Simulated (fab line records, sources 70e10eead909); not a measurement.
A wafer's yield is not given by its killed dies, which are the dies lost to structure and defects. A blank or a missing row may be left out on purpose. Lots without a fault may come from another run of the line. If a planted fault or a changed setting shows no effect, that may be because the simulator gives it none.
Matching of chambers + flow nand harc + pecvd-03 running NHARC_A_STAIRCASE_DEP_322: 3 sister chambers
The step deposits SiO2, target thk 3800 nm. 3 wafers are shown with their chamber, then 12 later ones without.

== WAFERS PAIRED WITH THEIR CHAMBERS ==
| wafer  | chamber | heater power w (W) |
|--------|---------|--------------------|
| L090.1 | 1       | 635                |
| L090.2 | 0       | 713                |
| L090.6 | 2       | 542                |

== WAFERS WITH NO CHAMBER GIVEN ==
| wafer  | heater power w (W) |
|--------|--------------------|
| L091.2 | 789                |
| L091.3 | 568                |
| L091.4 | 637                |
| L094.1 | 699                |
| L094.2 | 695                |
| L094.3 | 662                |
| L096.2 | 631                |
| L096.3 | 766                |
| L096.4 | 619                |
| L097.2 | 525                |
| L097.3 | 761                |
| L097.6 | 527                |

== WHICH CHAMBER EACH WENT THROUGH ==
| wafer  | from the rows above     | in truth                   |
|--------|-------------------------|----------------------------|
| L091.2 | 0                       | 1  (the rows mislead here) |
| L091.3 | can't be placed: 2 or 1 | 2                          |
| L091.4 | 1                       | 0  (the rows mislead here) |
| L094.1 | can't be placed: 0 or 1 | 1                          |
| L094.2 | can't be placed: 0 or 1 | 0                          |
| L094.3 | can't be placed: 1 or 0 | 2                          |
| L096.2 | 1                       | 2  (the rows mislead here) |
| L096.3 | 0                       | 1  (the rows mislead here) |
| L096.4 | can't be placed: 1 or 2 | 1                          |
| L097.2 | 2                       | 2                          |
| L097.3 | 0                       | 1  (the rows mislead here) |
| L097.6 | 2                       | 2                          |
Placed correctly: 2 of 12. Cannot be placed on the basis of these rows: 5; the candidates contain the true chamber in 4. Number placed wrongly: 5.
How it was worked out, from the rows above alone: a wafer's distance from a chamber is the root of the sum, over the readings, of the square of ((its reading less the chamber's mean) divided by the reading's scatter). If the next closest chamber is less than 2 further off than the closest, the wafer can't be placed; otherwise it belongs to the closest. Each chamber's mean is taken over the wafers shown for it. The scatter: with one shown wafer a chamber, the root of the mean of the squares of how far each hidden wafer lies from its nearest shown one.
